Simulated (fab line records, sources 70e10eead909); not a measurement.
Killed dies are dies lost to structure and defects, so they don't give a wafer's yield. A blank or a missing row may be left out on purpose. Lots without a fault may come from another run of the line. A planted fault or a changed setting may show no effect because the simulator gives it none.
Chamber matching | flow nand_harc | NHARC_A_M0_PRE_CLEAN_31 on pecvd-04: 3 sister chambers
The step time 12 s. 3 wafers are shown with their chamber, then 8 later ones without.

WAFERS WITH THEIR CHAMBER
wafer  | chamber | heater_power_w (W)
L088.4 | 1       | 584
L088.5 | 0       | 750
L090.1 | 2       | 761

WAFERS WITHOUT THEIR CHAMBER
wafer  | heater_power_w (W)
L090.5 | 765
L090.6 | 833
L095.1 | 720
L095.2 | 762
L095.5 | 589
L097.2 | 578
L097.3 | 716
L097.5 | 704

WHICH CHAMBER EACH WENT THROUGH
wafer  | from the rows above     | in truth
L090.5 | can't be placed: 2 or 0 | 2
L090.6 | can't be placed: 2 or 0 | 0
L095.1 | can't be placed: 0 or 2 | 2
L095.2 | can't be placed: 2 or 0 | 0
L095.5 | 1                       | 1
L097.2 | 1                       | 1
L097.3 | can't be placed: 0 or 2 | 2
L097.5 | can't be placed: 0 or 2 | 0
Placed correctly: 2 of 8. Can't be placed from these rows: 6 (the true chamber is among the candidates in 6). Placed wrongly: 0.
How it was worked out, from the rows above alone: a wafer's distance from a chamber is the root of the sum, over the readings, of the square of ((its reading less the chamber's mean) divided by the reading's scatter). The wafer belongs to the nearest chamber; if the next one is less than 2 further off, it can't be placed. A chamber's mean is the mean of its shown wafers. The scatter: with one shown wafer a chamber, the root of the mean of the squares of how far each hidden wafer lies from its nearest shown one.
